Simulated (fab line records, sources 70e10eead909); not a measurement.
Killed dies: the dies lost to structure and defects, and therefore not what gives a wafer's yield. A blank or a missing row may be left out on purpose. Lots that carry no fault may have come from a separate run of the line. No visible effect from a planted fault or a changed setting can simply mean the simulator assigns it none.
fab line records + flow nand-harc
[record]
- lots = 6
- wafers = 18
- last-day = 23
route steps=1159 shown A_CONTACT@946 END@1159
lots that met no fault: from a run of the same line without faults
start-h: hours from the record's first day to the start of the lot's first wafer shown + wait-h: how many hours have passed since the lot's step before this one + " the same as in the row above + L1.1+2: one row covering several wafers at once + - either no value or no given start + * or withheld: withheld + < > ~ a bound
route shown NAME@n: a module of which the file shows steps, and the number in the route of the first + usual: average and standard deviation across the fault-free wafers + same: alike in all rows + chamber/n: place in a boat + sites: per-site readings + _std_site: standard deviation of those values + _edge_site: outer sites' mean less inner sites' + radius-mm: how far each site lies from the wafer's centre + mask NAME#n: copy n + behind: tool/chamber where the wafer was last shaped + hold: why the lot went on hold/how many hours it stayed there/how the hold came to an end + device: names the non-switching transistor (n, p or np) + end of line: the same wafers' tests at the end of the route + a step without rows: its recipe alone + killed: not the wafer's yield, but the dies lost to structure and defects at the first sort + map: the dies of a wafer, with x for killed, . for not killed, _ for no die there
set.NAME: setting as actually run; set.NAME@STEP: the setting as run at that earlier step + model.NAME: the simulator's own value behind a step, which no gauge read
lots at some steps of the route; a table a step, a row a wafer
services: when a tool's chamber went out of use (start-h, in hours from the record's first day, below 0 if earlier), for how many hours, and the reason
[[steps]]
[step NHARC_A_CONTACT_ETCH_137]
[recipe]
- source-w = withheld
- pressure-mtorr = 20
- bias-v = 3000
- time-s = 132
- target-depth-a = 12870
- ar-flow-sccm = withheld
- c4f8-flow-sccm = withheld
- o2-flow-sccm = withheld
- chemistry = C4F8/O2/Ar
| lot.wafer | tool            | chamber | start-h | wait-h | rf-hours-counter-h |
|-----------|-----------------|---------|---------|--------|--------------------|
| L452.2    | har-cap-etch-03 | 1       | 407.50  | 0.1    | 91                 |
| L452.3    | "               | 1       | "       | "      | -                  |
| L452.6    | "               | 0       | "       | "      | -                  |
| L455.3    | har-cap-etch-01 | 0       | 420.09  | 0.1    | -                  |
| L455.6    | "               | 1       | "       | "      | -                  |
| L455.5    | "               | 0       | "       | "      | -                  |
| L454.1    | har-cap-etch-03 | 1       | 421.26  | 0.1    | 93                 |
| L454.2    | "               | 0       | "       | "      | 93                 |
| L454.3    | "               | 1       | "       | "      | -                  |
| L456.1    | har-cap-etch-01 | 0       | 452.07  | 0.1    | 69                 |
| L456.4    | "               | 0       | "       | "      | -                  |
| L456.3    | "               | 1       | "       | "      | -                  |
| L465.1    | har-cap-etch-03 | 0       | 492.86  | 0.1    | 106                |
| L465.2    | "               | 1       | "       | "      | 106                |
| L465.3    | "               | 1       | "       | "      | -                  |
| L467.2    | har-cap-etch-02 | 1       | 500.89  | 0.1    | 31                 |
| L467.4    | "               | 1       | "       | "      | -                  |
| L467.6    | "               | 1       | "       | "      | -                  |
[step NHARC_A_CONTACT_ETCH_138]
[recipe]
- source-w = withheld
- pressure-mtorr = 20
- bias-v = 3000
- time-s = 132
- target-depth-a = 12890
- ar-flow-sccm = withheld
- c4f8-flow-sccm = withheld
- o2-flow-sccm = withheld
- chemistry = C4F8/O2/Ar
| lot.wafer | tool            | chamber | start-h | wait-h | rf-hours-counter-h |
|-----------|-----------------|---------|---------|--------|--------------------|
| L452.2    | har-cap-etch-03 | 1       | 407.62  | 0.1    | 91                 |
| L452.3    | "               | 1       | "       | "      | -                  |
| L452.6    | "               | 0       | "       | "      | -                  |
| L455.3    | har-cap-etch-01 | 0       | 420.26  | 0.1    | -                  |
| L455.6    | "               | 1       | "       | "      | -                  |
| L455.5    | "               | 0       | "       | "      | -                  |
| L454.1    | har-cap-etch-03 | 1       | 421.38  | 0.1    | 93                 |
| L454.2    | "               | 0       | "       | "      | 93                 |
| L454.3    | "               | 1       | "       | "      | -                  |
| L456.1    | har-cap-etch-01 | 0       | 452.19  | 0.1    | 69                 |
| L456.4    | "               | 0       | "       | "      | -                  |
| L456.3    | "               | 1       | "       | "      | -                  |
| L465.1    | har-cap-etch-03 | 0       | 492.99  | 0.1    | 106                |
| L465.2    | "               | 1       | "       | "      | 106                |
| L465.3    | "               | 1       | "       | "      | -                  |
| L467.2    | har-cap-etch-02 | 1       | 501.01  | 0.1    | 31                 |
| L467.4    | "               | 1       | "       | "      | -                  |
| L467.6    | "               | 1       | "       | "      | -                  |
[step NHARC_A_CONTACT_ETCH_139]
[recipe]
- source-w = withheld
- pressure-mtorr = 20
- bias-v = 400
- time-s = 137
- target-depth-a = 5900
- ar-flow-sccm = withheld
- c4f8-flow-sccm = 11.5
- o2-flow-sccm = 7.2
- chemistry = C4F8/O2/Ar
[step NHARC_A_CONTACT_ETCH_92]
[recipe]
- target-depth-a = 400
- over-etch-frac = 0.5
- time-s = 85.7
- ion-energy-ev = 120
- ch3f-flow-sccm = 50
- o2-flow-sccm = 30
- ar-flow-sccm = 200
- rf-w = 500
- bias-w = 100
- chemistry = CH3F/O2
[usual]
- drypump-motor-current-A = 5.9/0.44
- mfc-ar-sccm = 200.0/0.53
- oes-product-au = 0.941/0.03
- rf-fwd-power-W = 496.4/1.7
- rf-vpp-V = 244.0/1.4
- showerhead-plenum-p-Torr = 2.44/0.079
- throttle-valve-pct = 20.663/0.0095
| lot.wafer | tool        | chamber | start-h | wait-h | drypump-motor-current-A | mfc-ar-sccm | oes-product-au | rf-fwd-power-W | rf-hours-counter-h | rf-vpp-V | showerhead-plenum-p-Torr | throttle-valve-pct |
|-----------|-------------|---------|---------|--------|-------------------------|-------------|----------------|----------------|--------------------|----------|--------------------------|--------------------|
| L452.2    | rie-diel-10 | 3       | 408.14  | 0.4    | 5.2                     | 200.0       | 0.927          | 497.9          | 13                 | 243.0    | 2.35                     | 20.680             |
| L452.3    | "           | 3       | "       | "      | 5.2                     | 199.9       | 0.922          | 497.0          | -                  | 241.7    | 2.35                     | 20.660             |
| L452.6    | "           | 0       | "       | "      | 5.4                     | 199.7       | 0.951          | 495.4          | -                  | 244.5    | 2.52                     | 20.662             |
| L455.3    | rie-diel-03 | 3       | 420.84  | 0.3    | 5.8                     | 199.6       | 0.981          | 496.9          | 2                  | 245.3    | 2.47                     | 20.672             |
| L455.6    | "           | 1       | "       | "      | 5.7                     | 199.6       | 0.916          | 493.2          | -                  | 242.4    | 2.33                     | 20.654             |
| L455.5    | "           | 2       | "       | "      | 5.6                     | 200.1       | 0.922          | 498.6          | -                  | 245.9    | 2.61                     | 20.658             |
| L454.3    | rie-diel-03 | 1       | 421.93  | 0.3    | 5.6                     | 199.6       | 0.927          | 494.6          | 4                  | 243.5    | 2.33                     | 20.660             |
| L454.1    | "           | 2       | "       | "      | 5.6                     | 200.3       | 0.933          | 495.6          | 4                  | 246.8    | 2.61                     | 20.659             |
| L454.2    | "           | 3       | "       | "      | 5.8                     | 200.5       | 0.927          | 497.8          | 2                  | 242.5    | 2.47                     | 20.672             |
| L456.1    | rie-diel-03 | 3       | 452.71  | 0.4    | 5.8                     | 200.4       | 0.915          | 494.7          | 7                  | 243.8    | 2.47                     | 20.667             |
| L456.3    | "           | 0       | "       | "      | 6.5                     | 199.8       | 0.919          | 496.9          | 7                  | 243.4    | 2.40                     | 20.675             |
| L456.4    | "           | 2       | "       | "      | 5.6                     | 200.1       | 0.928          | 499.2          | 9                  | 245.2    | 2.61                     | 20.658             |
| L465.3    | rie-diel-03 | 1       | 493.52  | 0.3    | 5.7                     | 201.2       | 0.996          | 495.7          | 16                 | 242.8    | 2.33                     | 20.647             |
| L465.1    | "           | 2       | "       | "      | 5.6                     | 199.8       | 1.007          | 496.2          | 16                 | 247.7    | 2.61                     | 20.682             |
| L465.2    | "           | 3       | "       | "      | 5.8                     | 200.1       | 1.001          | 492.6          | 14                 | 244.5    | 2.47                     | 20.689             |
| L467.4    | rie-diel-10 | 3       | 501.54  | 0.3    | 5.2                     | 200.2       | 0.989          | 498.6          | 53                 | 242.8    | 2.33                     | 20.665             |
| L467.2    | "           | 0       | "       | "      | 5.4                     | 200.1       | 1.014          | 498.3          | 57                 | 244.6    | 2.50                     | 20.653             |
| L467.6    | "           | 1       | "       | "      | 6.7                     | 199.3       | 1.012          | 497.6          | -                  | 243.5    | 2.36                     | 20.667             |
[step NHARC_A_CONTACT_ETCH_98]
[recipe]
- target-depth-a = 200
- over-etch-frac = 0.5
- time-s = 10
- ion-energy-ev = 250
- c4f6-flow-sccm = 25
- o2-flow-sccm = 20
- ar-flow-sccm = 500
- rf-w = 600
- bias-w = 500
- chemistry = C4F6/O2
[step NHARC_A_CONTACT_CD_MEAS_15]
[usual]
- cd-nm = 90.0/0.52
| lot.wafer | tool      | chamber | start-h | wait-h | cd-nm |
|-----------|-----------|---------|---------|--------|-------|
| L452.2    | cd-sem-02 | -       | 408.52  | -      | 89.6  |
| L452.3    | "         | -       | "       | "      | 90.5  |
| L452.6    | "         | -       | "       | "      | 90.3  |
| L455.3    | cd-sem-03 | -       | 421.04  | -      | 89.8  |
| L455.5    | "         | -       | "       | "      | 89.7  |
| L455.6    | "         | -       | "       | "      | 90.4  |
| L454.1    | cd-sem-03 | -       | 422.14  | -      | 90.5  |
| L454.2    | "         | -       | "       | "      | 90.2  |
| L454.3    | "         | -       | "       | "      | 90.4  |
| L456.1    | cd-sem-01 | -       | 452.93  | -      | 90.0  |
| L456.3    | "         | -       | "       | "      | 90.3  |
| L456.4    | "         | -       | "       | "      | 90.8  |
| L465.1    | cd-sem-03 | -       | 493.73  | -      | 89.7  |
| L465.2    | "         | -       | "       | "      | 89.8  |
| L465.3    | "         | -       | "       | "      | 90.2  |
| L467.2    | cd-sem-02 | -       | 501.75  | -      | 89.1  |
| L467.4    | "         | -       | "       | "      | 89.8  |
| L467.6    | "         | -       | "       | "      | 89.2  |
[step NHARC_A_CONTACT_STRIP_107]
[recipe]
- n2-flow-sccm = 150
- h2-flow-sccm = 150
- ar-flow-sccm = 0
- bias-w = 0
- chemistry = N2/H2
[step NHARC_A_CONTACT_STRIP_108]
[recipe]
- cf4-flow-sccm = 100
- chf3-flow-sccm = 30
- ar-flow-sccm = 0
- bias-w = 0
- chemistry = CF4/CHF3
[step NHARC_A_CONTACT_STRIP_109]
[recipe]
- o2-flow-sccm = 400
- cos-flow-sccm = 20
- ar-flow-sccm = 0
- bias-w = 0
- chemistry = O2/COS
[step NHARC_A_CONTACT_ETCH_110]
[recipe]
- target-depth-a = 500
- overetch-a = 50
- time-s = 27.5
- ion-energy-ev = 100
- cf4-flow-sccm = 80
- o2-flow-sccm = 20
- ar-flow-sccm = 0
- rf-w = 300
- bias-w = 100
- chemistry = CF4/O2
[step NHARC_A_CONTACT_STRIP_26]
[recipe]
- o2-flow-sccm = 500
- ar-flow-sccm = 0
- bias-w = 0
- chemistry = O2
[usual]
- drypump-motor-current-A = 5.9/0.38
- mfc-ar-sccm = 0.010/0.015
- oes-product-au = 1.001/0.0088
- rf-vpp-V = 57.7/0.9
- showerhead-plenum-p-Torr = 3.51/0.12
- throttle-valve-pct = 17.037/0.0084
| lot.wafer | tool        | chamber | start-h | wait-h | drypump-motor-current-A | mfc-ar-sccm | oes-product-au | rf-hours-counter-h | rf-vpp-V | showerhead-plenum-p-Torr | throttle-valve-pct |
|-----------|-------------|---------|---------|--------|-------------------------|-------------|----------------|--------------------|----------|--------------------------|--------------------|
| L452.3    | rie-diel-06 | 1       | -       | -      | 5.8                     | 0           | 0.994          | 60                 | 56.5     | 3.49                     | 17.037             |
| L452.2    | "           | 2       | "       | "      | 5.4                     | 0.002       | 1.010          | 59                 | 56.3     | 3.41                     | 17.039             |
| L452.6    | "           | 3       | "       | "      | 6.1                     | 0           | 0.998          | -                  | 58.1     | 3.57                     | 17.035             |
| L455.3    | rie-diel-03 | 2       | -       | -      | 5.6                     | 0.044       | 1.014          | 4                  | 59.0     | 3.74                     | 17.035             |
| L455.5    | "           | 3       | "       | "      | 5.8                     | 0           | 1.015          | -                  | 58.5     | 3.55                     | 17.025             |
| L455.6    | "           | 0       | "       | "      | 6.5                     | 0.002       | 0.998          | -                  | 59.1     | 3.46                     | 17.039             |
| L454.3    | rie-diel-03 | 1       | -       | -      | 5.7                     | 0.009       | 1.005          | 4                  | 56.5     | 3.35                     | 17.033             |
| L454.2    | "           | 2       | "       | "      | 5.6                     | 0.044       | 1.007          | 4                  | 57.7     | 3.74                     | 17.043             |
| L454.1    | "           | 3       | "       | "      | 5.8                     | 0           | 0.999          | 2                  | 58.8     | 3.55                     | 17.038             |
| L456.1    | rie-diel-03 | 3       | -       | -      | 5.8                     | 0           | 0.993          | 7                  | 56.9     | 3.54                     | 17.031             |
| L456.3    | "           | 0       | "       | "      | 6.4                     | 0.002       | 1.006          | 7                  | 57.8     | 3.45                     | 17.039             |
| L456.4    | "           | 1       | "       | "      | 5.7                     | 0.009       | 1.006          | 9                  | 57.7     | 3.35                     | 17.028             |
| L465.2    | rie-diel-03 | 1       | -       | -      | 5.7                     | 0.009       | 0.997          | 17                 | 57.5     | 3.35                     | 17.033             |
| L465.3    | "           | 2       | "       | "      | 5.6                     | 0.044       | 1.000          | 16                 | 59.4     | 3.73                     | 17.027             |
| L465.1    | "           | 0       | "       | "      | 6.5                     | 0.002       | 0.996          | 15                 | 57.7     | 3.45                     | 17.052             |
| L467.2    | rie-diel-03 | 2       | -       | -      | 5.6                     | 0.044       | 1.003          | 17                 | 58.0     | 3.73                     | 17.028             |
| L467.4    | "           | 0       | "       | "      | 6.4                     | 0.002       | 0.993          | 16                 | 58.4     | 3.45                     | 17.039             |
| L467.6    | "           | 2       | "       | "      | 5.6                     | 0.044       | 1.002          | -                  | 58.0     | 3.73                     | 17.043             |
[step NHARC_A_CONTACT_STRIP_27]
[recipe]
- time-s = 600
- temp-c = 30
- chemistry = post-etch-residue-remover
[step NHARC_A_CONTACT_ALD_18]
[recipe]
- target-thk-a = 30
- pulse-time-s = 1
- ald-cycles = 150
- temp-c = 450
- material = TiN
[usual]
- ald-cycles = 150/0
- heater-power-outer-w = 701/77
- heater-power-w = 1109/110
- precursor-pulse-height-rel = 1.003/0.022
| lot.wafer | tool         | chamber | start-h | wait-h | ald-cycles | heater-power-outer-w | heater-power-w | precursor-pulse-height-rel |
|-----------|--------------|---------|---------|--------|------------|----------------------|----------------|----------------------------|
| L452.2    | ald-metal-01 | 0       | 409.82  | -      | 150        | 698                  | 1076           | 0.989                      |
| L452.3    | "            | 1       | "       | "      | 150        | 606                  | 1044           | 0.999                      |
| L452.6    | "            | 0       | "       | "      | 150        | 685                  | 1096           | 1.014                      |
| L455.3    | ald-metal-02 | 0       | 422.09  | -      | -          | -                    | -              | -                          |
| L455.5    | "            | 0       | "       | "      | -          | -                    | -              | -                          |
| L455.6    | "            | 1       | "       | "      | -          | -                    | -              | -                          |
| L454.3    | ald-metal-03 | 0       | 423.07  | -      | -          | -                    | -              | -                          |
| L454.2    | "            | 2       | "       | "      | -          | -                    | -              | -                          |
| L454.1    | "            | 3       | "       | "      | -          | -                    | -              | -                          |
| L456.1    | ald-metal-02 | 0       | 453.90  | -      | 150        | 648                  | 942            | 0.993                      |
| L456.3    | "            | 1       | "       | "      | 150        | 772                  | 1110           | 1.008                      |
| L456.4    | "            | 2       | "       | "      | 150        | 575                  | 956            | 1.024                      |
| L465.1    | ald-metal-01 | 1       | 494.84  | -      | 150        | 620                  | 1092           | 1.000                      |
| L465.3    | "            | 2       | "       | "      | 150        | 693                  | 1196           | 1.001                      |
| L465.2    | "            | 3       | "       | "      | 150        | 709                  | 1104           | 1.038                      |
| L467.2    | ald-metal-01 | 0       | 502.78  | -      | 150        | 691                  | 1087           | 1.004                      |
| L467.4    | "            | 3       | "       | "      | 150        | 700                  | 1128           | 0.985                      |
| L467.6    | "            | 1       | "       | "      | 150        | 627                  | 1076           | 1.028                      |
[step NHARC_A_CONTACT_CVD_19]
[recipe]
- target-thk-a = 3000
- temp-c = 300
- pressure-torr = 40
- wf6-flow-sccm = 40
- h2-flow-sccm = 1600
- ar-flow-sccm = 1560
- time-s = 802
- material = W
[usual]
- heater-power-w = 460/41
- mfc-ar-sccm = 1561/5
- throttle-valve-pct = 8.04/0.24
| lot.wafer | tool     | chamber | start-h | wait-h | heater-power-w | mfc-ar-sccm | throttle-valve-pct |
|-----------|----------|---------|---------|--------|----------------|-------------|--------------------|
| L452.2    | cvd-w-02 | 1       | -       | -      | 530            | 1553        | 7.72               |
| L452.3    | "        | 1       | "       | "      | 529            | 1558        | 7.84               |
| L452.6    | "        | 0       | "       | "      | 447            | 1568        | 8.13               |
| L455.3    | cvd-w-01 | 0       | -       | -      | 440            | 1556        | 8.36               |
| L455.6    | "        | 0       | "       | "      | 444            | 1556        | 8.48               |
| L455.5    | "        | 1       | "       | "      | 417            | 1556        | 7.90               |
| L454.2    | cvd-w-01 | 0       | -       | -      | 442            | 1562        | 8.20               |
| L454.1    | "        | 1       | "       | "      | 409            | 1564        | 7.97               |
| L454.3    | "        | 1       | "       | "      | 433            | 1564        | 7.96               |
| L456.1    | cvd-w-02 | 0       | -       | -      | 458            | 1565        | 8.29               |
| L456.3    | "        | 0       | "       | "      | 445            | 1562        | 8.01               |
| L456.4    | "        | 1       | "       | "      | 528            | 1565        | 7.84               |
| L465.2    | cvd-w-01 | 1       | -       | -      | 425            | 1553        | 7.77               |
| L465.1    | "        | 0       | "       | "      | 425            | 1560        | 8.44               |
| L465.3    | "        | 1       | "       | "      | 428            | 1559        | 7.77               |
| L467.2    | cvd-w-02 | 0       | -       | -      | 452            | 1558        | 8.25               |
| L467.4    | "        | 0       | "       | "      | 450            | 1559        | 8.21               |
| L467.6    | "        | 1       | "       | "      | 514            | 1559        | 7.81               |
[step NHARC_END_SORT_01]
[recipe]
- temp-c = 25
[usual]
- killed-at-array = 29/11
- killed-at-other = 0.5/0.8
- killed-at-periphery = 3.5/2.8
- killed-dies = 33/12
- killed-open = 3.1/1.8
- killed-short = 1.8/1.4
[same]
- gross-dies = 677
| lot.wafer | tool      | chamber | start-h | wait-h | killed-at-array | killed-at-other | killed-at-periphery | killed-dies | killed-open | killed-short |
|-----------|-----------|---------|---------|--------|-----------------|-----------------|---------------------|-------------|-------------|--------------|
| L455.3    | prober-01 | 0       | 487.83  | 3.1    | 675             | 0               | 2                   | 677         | 4           | 3            |
| L455.5    | prober-01 | 0       | 489.45  | 3.7    | 677             | 0               | 0                   | 677         | 0           | 4            |
| L455.6    | prober-01 | 0       | 490.26  | 4.0    | 676             | 0               | 1                   | 677         | 3           | 2            |
| L454.1    | prober-02 | 0       | 492.30  | 2.5    | 674             | 0               | 3                   | 677         | 1           | 2            |
| L454.2    | prober-02 | 0       | 493.09  | 2.8    | 675             | 1               | 1                   | 677         | 1           | 2            |
| L454.3    | prober-02 | 0       | 493.89  | 3.1    | 675             | 1               | 1                   | 677         | 5           | 1            |
// killed by level:class
L455.3 A_CONTACT:area-ald=650 A_SLIT:chamber-film-flake=9 A_ZERO_WELL:chamber-film-flake=3 A_CHANNEL_HOLE_D1:chamber-film-flake=3 A_CONTACT:chamber-film-flake=3 P_CONTACT:geometric-particle:open=2 A_CHANNEL_FILL_D1:geometric-particle:short=2 A_SGD_CUT:chamber-film-flake=2
L455.5 A_CONTACT:area-ald=645 A_SLIT:chamber-film-flake=13 A_CHANNEL_HOLE_D1:chamber-film-flake=5 A_CONTACT:chamber-film-flake=5 A_SGD_CUT:chamber-film-flake=3 A_STAIRCASE:chamber-film-flake=2 A_ONON_D1:geometric-particle:short=1 A_CHANNEL_FILL_D1:geometric-particle:short=1
L455.6 A_CONTACT:area-ald=646 A_SLIT:chamber-film-flake=10 A_SGD_CUT:chamber-film-flake=5 A_CONTACT:chamber-film-flake=4 A_STAIRCASE:chamber-film-flake=3 A_CHANNEL_FILL_D1:geometric-particle:open=2 A_CHANNEL_HOLE_D1:chamber-film-flake=2 A_CHANNEL_FILL_D1:geometric-particle:short=1
L454.1 A_CONTACT:area-ald=649 A_CHANNEL_HOLE_D1:chamber-film-flake=17 A_STAIRCASE:chamber-film-flake=4 P_CONTACT:chamber-film-flake=2 P_CONTACT:geometric-particle:short=1 A_ONON_D1:geometric-particle:open=1 A_CONTACT:geometric-particle:short=1 A_SGD_CUT:chamber-film-flake=1
L454.2 A_CONTACT:area-ald=656 A_CHANNEL_HOLE_D1:chamber-film-flake=11 A_CONTACT:chamber-film-flake=4 A_ONON_D1:geometric-particle:short=1 A_BLC:geometric-particle:open=1 A_M1:geometric-particle:short=1 P_M2:chamber-film-flake=1 A_STAIRCASE:chamber-film-flake=1
L454.3 A_CONTACT:area-ald=650 A_CHANNEL_HOLE_D1:chamber-film-flake=16 A_STAIRCASE:chamber-film-flake=2 A_CONTACT:chamber-film-flake=2 P_CONTACT:geometric-particle:open=1 A_ONON_D1:geometric-particle:open=1 A_ONON_D1:geometric-particle:short=1 A_CHANNEL_FILL_D1:geometric-particle:open=1
// map L454.1 (x killed, . not)
____________x____________
_________xxxxxxx_________
_______xxxxxxxxxxx_______
______xxxxxxxxxxxxx______
_____xxxxxxxxxxxxxxx_____
____xxxxxxxxxxxxxxxxx____
____xxxxxxxxxxxxxxxxx____
___xxxxxxxxxxxxxxxxxxx___
___xxxxxxxxxxxxxxxxxxx___
__xxxxxxxxxxxxxxxxxxxxx__
__xxxxxxxxxxxxxxxxxxxxx__
_xxxxxxxxxxxxxxxxxxxxxxx_
_xxxxxxxxxxxxxxxxxxxxxxx_
_xxxxxxxxxxxxxxxxxxxxxxx_
_xxxxxxxxxxxxxxxxxxxxxxx_
_xxxxxxxxxxxxxxxxxxxxxxx_
xxxxxxxxxxxxxxxxxxxxxxxxx
xxxxxxxxxxxxxxxxxxxxxxxxx
xxxxxxxxxxxxxxxxxxxxxxxxx
xxxxxxxxxxxxxxxxxxxxxxxxx
xxxxxxxxxxxxxxxxxxxxxxxxx
_xxxxxxxxxxxxxxxxxxxxxxx_
_xxxxxxxxxxxxxxxxxxxxxxx_
_xxxxxxxxxxxxxxxxxxxxxxx_
_xxxxxxxxxxxxxxxxxxxxxxx_
_xxxxxxxxxxxxxxxxxxxxxxx_
__xxxxxxxxxxxxxxxxxxxxx__
__xxxxxxxxxxxxxxxxxxxxx__
___xxxxxxxxxxxxxxxxxxx___
___xxxxxxxxxxxxxxxxxxx___
____xxxxxxxxxxxxxxxxx____
____xxxxxxxxxxxxxxxxx____
_____xxxxxxxxxxxxxxx_____
______xxxxxxxxxxxxx______
_______xxxxxxxxxxx_______
_________xxxxxxx_________
____________x____________
// map L455.3 (x killed, . not)
____________x____________
_________xxxxxxx_________
_______xxxxxxxxxxx_______
______xxxxxxxxxxxxx______
_____xxxxxxxxxxxxxxx_____
____xxxxxxxxxxxxxxxxx____
____xxxxxxxxxxxxxxxxx____
___xxxxxxxxxxxxxxxxxxx___
___xxxxxxxxxxxxxxxxxxx___
__xxxxxxxxxxxxxxxxxxxxx__
__xxxxxxxxxxxxxxxxxxxxx__
_xxxxxxxxxxxxxxxxxxxxxxx_
_xxxxxxxxxxxxxxxxxxxxxxx_
_xxxxxxxxxxxxxxxxxxxxxxx_
_xxxxxxxxxxxxxxxxxxxxxxx_
_xxxxxxxxxxxxxxxxxxxxxxx_
xxxxxxxxxxxxxxxxxxxxxxxxx
xxxxxxxxxxxxxxxxxxxxxxxxx
xxxxxxxxxxxxxxxxxxxxxxxxx
xxxxxxxxxxxxxxxxxxxxxxxxx
xxxxxxxxxxxxxxxxxxxxxxxxx
_xxxxxxxxxxxxxxxxxxxxxxx_
_xxxxxxxxxxxxxxxxxxxxxxx_
_xxxxxxxxxxxxxxxxxxxxxxx_
_xxxxxxxxxxxxxxxxxxxxxxx_
_xxxxxxxxxxxxxxxxxxxxxxx_
__xxxxxxxxxxxxxxxxxxxxx__
__xxxxxxxxxxxxxxxxxxxxx__
___xxxxxxxxxxxxxxxxxxx___
___xxxxxxxxxxxxxxxxxxx___
____xxxxxxxxxxxxxxxxx____
____xxxxxxxxxxxxxxxxx____
_____xxxxxxxxxxxxxxx_____
______xxxxxxxxxxxxx______
_______xxxxxxxxxxx_______
_________xxxxxxx_________
____________x____________
[[services]]
| tool            | chamber | start-h | hours | kind                          |
|-----------------|---------|---------|-------|-------------------------------|
| rie-diel-03     | -       | 392.30  | 9.0   | pm                            |
| rie-diel-03     | 0       | 392.30  | 9.0   | vent-cycle                    |
| rie-diel-03     | 1       | 392.30  | 9.0   | vent-cycle                    |
| rie-diel-03     | 2       | 392.30  | 9.0   | vent-cycle                    |
| rie-diel-03     | 3       | 392.30  | 9.0   | vent-cycle                    |
| rie-diel-10     | 3       | 398.31  | 5.8   | repair                        |
| rie-diel-10     | 1       | 399.69  | 8.5   | repair                        |
| har-cap-etch-02 | -       | 401.11  | 1.1   | repair                        |
| rie-diel-03     | 0       | 401.30  | -     | clean                         |
| rie-diel-03     | 1       | 401.30  | -     | clean                         |
| rie-diel-03     | 1       | 401.30  | -     | consumable-replace:focus-ring |
| rie-diel-03     | 2       | 401.30  | -     | clean                         |
| rie-diel-03     | 3       | 401.30  | -     | clean                         |
| rie-diel-03     | 3       | 401.32  | 3.5   | repair                        |
| rie-diel-06     | -       | 418.74  | 9.0   | pm                            |
| rie-diel-10     | 1       | 423.64  | 45.3  | repair                        |
| rie-diel-03     | 0       | 425.80  | -     | clean                         |
| rie-diel-03     | 0       | 431.07  | 6.7   | repair                        |
| rie-diel-10     | 0       | 436.05  | 3.7   | repair                        |
| har-cap-etch-02 | -       | 465.26  | 1.0   | repair                        |
| cvd-w-01        | -       | 475.41  | 13.0  | pm                            |
| ald-metal-03    | 2       | 481.79  | 8.7   | repair                        |
| rie-diel-06     | 2       | 498.54  | 2.2   | repair                        |
| ald-metal-03    | -       | 500.00  | 10.0  | pm                            |
[[key]]
[first-sign]
- step = NHARC_A_CONTACT_ALD_18
- reading = tool-record
- direction = missing
[effect]
- step = NHARC_END_SORT_01
- reading = killed-at-array
- direction = up
- sigmas = 57
- usual = 29
- struck = 675
[more-kills-born-at]
- NHARC_A_CONTACT_ALD_18@ald-metal-03 = 1955
- NHARC_A_CONTACT_ALD_18@ald-metal-02 = 1941
met-at NHARC_A_CONTACT_ALD_18
struck-wafers L454.1,L454.2,L454.3,L455.3,L455.5,L455.6
later-rows-left-out L454.1,L454.2,L454.3,L455.3,L455.5,L455.6
tester-left-out L454,L455
[fault]
- kind = skipped-step-whole
- tool = ald-metal-02,ald-metal-03
- chamber = -
- onset-h = 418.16
- steps = NHARC_A_CONTACT_ALD_18
- scope = struck-lots-only
// tester-left-out: of these lots the tester's yield and bins aren't shown, on N5 and GAA mostly nor the transistor test; their killed dies are dies lost to structure and defects alone, not to doping, threshold or leakage, so they don't give the yield
// later-rows-left-out: the simulator's readings of these wafers behind a module that went badly wrong aren't trusted and aren't shown, but for the sort
